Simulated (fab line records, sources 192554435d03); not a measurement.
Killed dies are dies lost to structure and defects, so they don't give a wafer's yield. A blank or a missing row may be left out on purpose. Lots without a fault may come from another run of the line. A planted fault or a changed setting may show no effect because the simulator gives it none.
Chamber matching | flow n5_finfet | N5_BEOL_M0_SAQP_MANDREL1_REMOVE_100 on rie_si-06: 4 sister chambers
The step chemistry HBr/Cl2/O2, target a-Si, stops on SiNx, bt time 10 s. 16 wafers are shown with their chamber, then 8 later ones without.

WAFERS WITH THEIR CHAMBER
wafer  | chamber | drypump_motor_current_A (A) | throttle_valve_pct (%) | oes_product_au (a.u.)
L075.1 | 2       | 6.6                         | 36.5                   | 0.981
L075.4 | 1       | 5.5                         | 36.6                   | 0.994
L075.5 | 0       | 6.6                         | 36.8                   | 0.993
L074.1 | 3       | 5.8                         | 36.3                   | 0.999
L074.3 | 2       | 6.6                         | 36.5                   | 0.980
L074.6 | 2       | 6.5                         | 36.5                   | 0.971
L076.2 | 1       | 5.5                         | 36.6                   | 0.998
L076.3 | 3       | 5.8                         | 36.3                   | 1.003
L076.6 | 2       | 6.5                         | 36.5                   | 0.974
L078.1 | 3       | 5.8                         | 36.3                   | 1.001
L078.3 | 2       | 6.5                         | 36.4                   | 0.977
L078.5 | 2       | 6.5                         | 36.5                   | 0.982
L079.1 | 3       | 5.8                         | 36.3                   | 0.989
L079.5 | 2       | 6.5                         | 36.4                   | 0.965
L079.6 | 3       | 5.8                         | 36.3                   | 0.993
L083.1 | 0       | 6.7                         | 36.8                   | 0.984

SIGNATURES (means of the wafers above)
reading                 | chamber 0 | chamber 1 | chamber 2 | chamber 3 | scatter within a chamber
drypump_motor_current_A | 6.650     | 5.500     | 6.529     | 5.800     | 0.0401
throttle_valve_pct      | 36.800    | 36.600    | 36.471    | 36.300    | 0.0345
oes_product_au          | 0.98850   | 0.99600   | 0.97571   | 0.99700   | 0.00586
Rule: a wafer's distance from a chamber is the root of the sum, over the readings, of the square of ((its reading less the chamber's mean) divided by the reading's scatter). The wafer belongs to the nearest chamber; if the next one is less than 2 further off, it can't be placed. The scatter: the root of (the sum of the squares of (reading less its chamber's mean) over the shown wafers, divided by (wafers less chambers)).

WAFERS WITHOUT THEIR CHAMBER
wafer  | drypump_motor_current_A (A) | throttle_valve_pct (%) | oes_product_au (a.u.)
L083.2 | 5.5                         | 36.6                   | 1.010
L083.4 | 6.7                         | 36.8                   | 0.996
L086.2 | 6.6                         | 36.8                   | 1.000
L086.3 | 6.5                         | 36.5                   | 0.986
L086.5 | 6.5                         | 36.5                   | 0.985
L094.1 | 6.6                         | 36.8                   | 0.992
L094.2 | 5.5                         | 36.6                   | 0.988
L094.6 | 5.5                         | 36.6                   | 0.987

WHICH CHAMBER EACH WENT THROUGH
wafer  | from the rows above | in truth
L083.2 | 1                   | 1
L083.4 | 0                   | 0
L086.2 | 0                   | 0
L086.3 | 2                   | 2
L086.5 | 2                   | 2
L094.1 | 0                   | 0
L094.2 | 1                   | 1
L094.6 | 1                   | 1
Placed correctly: 8 of 8. Can't be placed from these rows: 0. Placed wrongly: 0.
